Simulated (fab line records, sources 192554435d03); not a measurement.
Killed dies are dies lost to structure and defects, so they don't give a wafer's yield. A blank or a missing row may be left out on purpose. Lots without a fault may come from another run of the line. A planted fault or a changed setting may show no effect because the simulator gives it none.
Chamber matching | flow n5_finfet | N5_FIN_CUT_STRIP_24 on rie_diel-01: 4 sister chambers
The step strips in CF4. 4 wafers are shown with their chamber, then 12 later ones without.

WAFERS WITH THEIR CHAMBER
wafer  | chamber | showerhead_plenum_p_Torr (Torr)
L087.5 | 3       | 1.74
L092.2 | 0       | 1.79
L093.4 | 1       | 1.71
L093.5 | 2       | 1.74

WAFERS WITHOUT THEIR CHAMBER
wafer  | showerhead_plenum_p_Torr (Torr)
L094.1 | 1.74
L094.4 | 1.79
L094.5 | 1.79
L095.2 | 1.74
L095.5 | 1.79
L095.6 | 1.71
L096.2 | 1.70
L096.4 | 1.73
L096.5 | 1.79
L097.3 | 1.70
L097.4 | 1.74
L097.5 | 1.79

WHICH CHAMBER EACH WENT THROUGH
wafer  | from the rows above     | in truth
L094.1 | can't be placed: 2 or 3 | 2
L094.4 | 0                       | 0
L094.5 | 0                       | 0
L095.2 | can't be placed: 2 or 3 | 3
L095.5 | 0                       | 0
L095.6 | 1                       | 1
L096.2 | 1                       | 1
L096.4 | can't be placed: 2 or 3 | 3
L096.5 | 0                       | 0
L097.3 | 1                       | 1
L097.4 | can't be placed: 2 or 3 | 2
L097.5 | 0                       | 0
Placed correctly: 8 of 12. Can't be placed from these rows: 4 (the true chamber is among the candidates in 4). Placed wrongly: 0.
How it was worked out, from the rows above alone: a wafer's distance from a chamber is the root of the sum, over the readings, of the square of ((its reading less the chamber's mean) divided by the reading's scatter). The wafer belongs to the nearest chamber; if the next one is less than 2 further off, it can't be placed. A chamber's mean is the mean of its shown wafers. The scatter: with one shown wafer a chamber, the root of the mean of the squares of how far each hidden wafer lies from its nearest shown one.
